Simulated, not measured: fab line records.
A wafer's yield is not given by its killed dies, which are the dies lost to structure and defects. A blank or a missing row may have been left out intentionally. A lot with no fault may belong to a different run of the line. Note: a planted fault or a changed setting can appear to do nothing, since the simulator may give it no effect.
What tool caused it? ; flow nand harc ; Sampling: 12 lots, 36 wafers, 5 of 1302 route steps

WHAT EACH GAUGE READ, for each wafer
NHARC_P_START_INSPECT_01. Usual: raw defect count 3.4, standard deviation 1.7.
lot;measured;on;raw defect count;flag
L792;day 1 20:03;defect inspect-01;4 7 2;
L798;day 4 08:02;defect inspect-01;3 2 4;
L801;day 5 14:02;defect inspect-02;5 3 9;
L802;day 6 00:02;defect inspect-01;5 7 3;
L806;day 7 16:02;defect inspect-02;6 4 6;
L807;day 8 02:02;defect inspect-01;3 8 3;
L808;day 8 12:02;defect inspect-01;2 5 5;
L811;day 9 18:02;defect inspect-02;3 2 3;
L812;day 10 04:03;defect inspect-02;4 2 3;
L813;day 10 14:02;defect inspect-01;1 3 3;
L814;day 11 00:02;defect inspect-02;4 6 2;
L815;day 11 10:02;defect inspect-01;4 2 0;

NHARC_P_ZERO_WELL_CD_MEAS_52 targets a cd of 2000 nm. Usual: cd nm 2000.6 nm, standard deviation 1.3.
lot;measured;on;cd nm (nm);flag
L792;day 2 01:40;cd sem-01;2000.3 2000.2 2001.2;
L798;day 4 13:39;cd sem-02;1953.8 1954.3 1953.4;OFF
L801;day 5 19:54;cd sem-02;1999.8 2000.6 1999.4;
L802;day 6 05:50;cd sem-02;2001.0 2002.9 2003.4;
L806;day 7 21:36;cd sem-01;2000.1 2000.5 1999.2;
L807;day 8 07:46;cd sem-02;2003.0 2003.3 2001.3;
L808;day 8 17:29;cd sem-01;2002.3 2000.4 2003.0;
L811;day 10 00:08;cd sem-02;2000.8 2001.6 2000.9;
L812;day 10 09:37;cd sem-03;1999.1 1998.4 1998.5;
L813;day 10 19:58;cd sem-01;2002.8 2001.9 2002.9;
L814;day 12 12:08;cd sem-01;2000.6 2002.1 2000.3;
L815;day 11 16:01;cd sem-02;2003.6 1999.0 2001.0;

NHARC_P_ZERO_WELL_INSPECT_43. Usual: raw defect count 13, standard deviation 5.1.
lot;measured;on;raw defect count;flag
L792;day 2 03:28;defect inspect-01;10 15 18;
L798;day 4 15:29;defect inspect-02;5 6 9;
L801;day 5 21:57;defect inspect-01;5 12 22;
L802;day 6 07:39;defect inspect-01;13 9 14;
L806;day 7 23:28;defect inspect-01;15 14 12;
L807;day 8 09:37;defect inspect-02;16 11 7;
L808;day 8 19:18;defect inspect-02;7 16 14;
L811;day 10 01:56;defect inspect-02;5 6 14;
L812;day 10 11:25;defect inspect-02;22 10 15;
L813;day 10 21:47;defect inspect-01;12 13 19;
L814;day 12 14:06;defect inspect-02;17 14 15;
L815;day 11 20:37;defect inspect-02;8 18 13;

TOOL THAT RAN EACH LOT (tool first, then ch and the chambers of the sampled wafers, then the start)
lot;NHARC_P_ZERO_WELL_EXPOSE_49;NHARC_P_ZERO_WELL_DESCUM_54
L792;krf scanner-02 ch 0, day 2 01:31;rie diel-11 ch 1,2,3, day 2 01:50
L798;krf scanner-02 ch 0, day 4 13:29;rie diel-04 ch 0,1,2, day 4 13:50
L801;krf scanner-02 ch 0, day 5 19:44;rie diel-11 ch 2,3, day 5 20:17
L802;krf scanner-01 ch 0, day 6 05:40;rie diel-11 ch 0,1,2, day 6 05:59
L806;krf scanner-02 ch 0, day 7 21:26;rie diel-04 ch 0,2,3, day 7 21:47
L807;krf scanner-02 ch 0, day 8 07:36;rie diel-04 ch 0,1, day 8 07:56
L808;krf scanner-01 ch 0, day 8 17:20;rie diel-12 ch 1,2,3, day 8 17:41
L811;krf scanner-02 ch 0, day 9 23:59;rie diel-04 ch 2,3, day 10 00:17
L812;krf scanner-02 ch 0, day 10 09:28;rie diel-12 ch 0,1,3, day 10 09:46
L813;krf scanner-02 ch 0, day 10 19:49;rie diel-11 ch 0,1,3, day 10 20:08
L814;krf scanner-01 ch 0, day 12 11:59;rie diel-11 ch 0,1,3, day 12 12:22
L815;krf scanner-04 ch 0, day 11 15:52;rie diel-04 ch 1,2,3, day 11 18:56
- NHARC_P_ZERO_WELL_EXPOSE_49: exposes mask P HVPW, target cd 2000 nm.
- NHARC_P_ZERO_WELL_DESCUM_54: chemistry O2, time 3 s.

WHAT THE TOOLS THEMSELVES READ (means of the sampled wafers that have a number; where no wafer has one, the mark that the record gives instead)
NHARC_P_ZERO_WELL_EXPOSE_49. Usual: stage vel mm s 499.95 mm/s, standard deviation 0.25.
lot;tool;stage vel mm s (mm/s);flag
L792;krf scanner-02;500.05;
L798;krf scanner-02;499.81;
L801;krf scanner-02;499.72;
L802;krf scanner-01;499.98;
L806;krf scanner-02;499.88;
L807;krf scanner-02;500.18;
L808;krf scanner-01;499.84;
L811;krf scanner-02;499.99;
L812;krf scanner-02;500.13;
L813;krf scanner-02;499.87;
L814;krf scanner-01;499.90;
L815;krf scanner-04;500.09;

NHARC_P_ZERO_WELL_DESCUM_54. Usual: drypump motor current A 5.9 A, standard deviation 0.52; mfc ar sccm 0.011 sccm, standard deviation 0.015; oes product au 0.998 a.u., standard deviation 0.009; rf vpp V 58.0 V, standard deviation 0.94; showerhead plenum p Torr 1.95 Torr, standard deviation 0.081; throttle valve pct 11.312 %, standard deviation 0.009.
lot;tool;drypump motor current A (A);mfc ar sccm (sccm);oes product au (a.u.);rf vpp V (V);showerhead plenum p Torr (Torr);throttle valve pct (%);flag
L792;rie diel-11;5.8;0.014;0.994;58.6;1.99;11.307;
L798;rie diel-04;6.0;0.016;0.997;58.2;1.89;11.317;
L801;rie diel-11;5.4;0.029;0.999;57.4;1.94;11.314;
L802;rie diel-11;6.2;0.000;1.006;58.0;2.00;11.318;
L806;rie diel-04;5.8;0.006;0.991;57.9;1.97;11.317;
L807;rie diel-04;5.7;0.010;1.007;57.4;1.84;11.315;
L808;rie diel-12;5.7;0.000;0.993;58.5;1.95;11.309;
L811;rie diel-04;6.1;0.006;0.995;59.5;2.04;11.307;
L812;rie diel-12;5.5;0.006;0.999;57.1;1.91;11.309;
L813;rie diel-11;5.8;0.014;1.011;58.1;1.97;11.309;
L814;rie diel-11;5.8;0.014;0.998;57.9;1.97;11.319;
L815;rie diel-04;6.3;0.016;0.998;58.0;1.94;11.306;

THE ANSWER, worked out from the rows above alone
Rule: take the mean of a lot's wafers that have a number; if it is more than 3 standard deviations from the usual mean, the lot is off. Also off: a lot with no number at a reading for which 4 or more lots have one. Any other lot the step has rows for is counted as sound. After the gauges, taken in route order, come the tools' own readings; for these a lot's mean is taken, as printed above. The first step at which some lot is off is used, and at that step the reading that is off furthest; a lot without a number counts as furthest.
Off at NHARC_P_ZERO_WELL_CD_MEAS_52 (cd nm): L798.
A tool fits if, at a process step before that reading, it ran every lot that is off, and no sound lot after the first of them. The gauges at NHARC_P_ZERO_WELL_CD_MEAS_52 are tried like those tools. No candidate that was tried fits.

WHAT THE SIMULATOR HAD PUT IN
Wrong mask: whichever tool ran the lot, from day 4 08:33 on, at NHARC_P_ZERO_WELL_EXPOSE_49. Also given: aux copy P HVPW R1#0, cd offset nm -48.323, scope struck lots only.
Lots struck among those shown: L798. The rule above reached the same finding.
